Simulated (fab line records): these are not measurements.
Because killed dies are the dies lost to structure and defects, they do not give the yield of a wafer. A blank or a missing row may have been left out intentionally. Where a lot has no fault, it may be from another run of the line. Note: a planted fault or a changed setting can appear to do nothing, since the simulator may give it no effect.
Which tool was responsible? | flow n5 finfet | route of 1938 steps, sampled at 1 step: 12 lots, 36 wafers

## WHAT THE GAUGES READ, wafer by wafer
N5_BEOL_M13_INSPECT_30: inspects for defects (macro).
lot  | measured     | on                | raw defect count
L075 | day 11 01:04 | defect inspect-02 | 2 1 0
L077 | day 11 17:04 | defect inspect-02 | 0 1 1
L079 | day 12 08:00 | defect inspect-02 | 2 0 2
L082 | day 12 20:41 | defect inspect-01 | 0 1 1
L083 | day 13 01:53 | defect inspect-01 | 3 2 6
L084 | day 13 20:56 | defect inspect-02 | 2 7 2
L088 | day 14 19:28 | defect inspect-01 | 3 2 4
L089 | day 14 22:18 | defect inspect-02 | 3 1 7
L090 | day 15 03:52 | defect inspect-02 | 4 0 3
L093 | day 15 20:40 | defect inspect-01 | 1 4 4
L096 | day 16 12:51 | defect inspect-01 | 1 0 2
L097 | day 16 20:00 | defect inspect-01 | 3 3 2

## WHAT TOOL EACH LOT RAN ON (gives the tool, then ch and the chambers of the sampled wafers, and finally the start)
The record holds no process step before these readings.

## THE ANSWER, worked out from the rows above alone
Rule: the usual values come from the lots themselves. The widest of any qualifying gaps counts: lots, ordered by their means at a reading, are off when they make up no more than a third of the lots, leave a main group of 4 or more, and stand apart from it by 3 or more times the standard deviation of that group's means. The tables above print the reading to a certain number of digits; a main group whose means all agree to those digits is not used. A lot without any number at a reading at which 4 lots or more have one is off too. The other lots that the step has rows for count as sound.
None of the lots is off at any reading shown; this tells nothing.

## WHAT HAD BEEN PUT IN BY THE SIMULATOR
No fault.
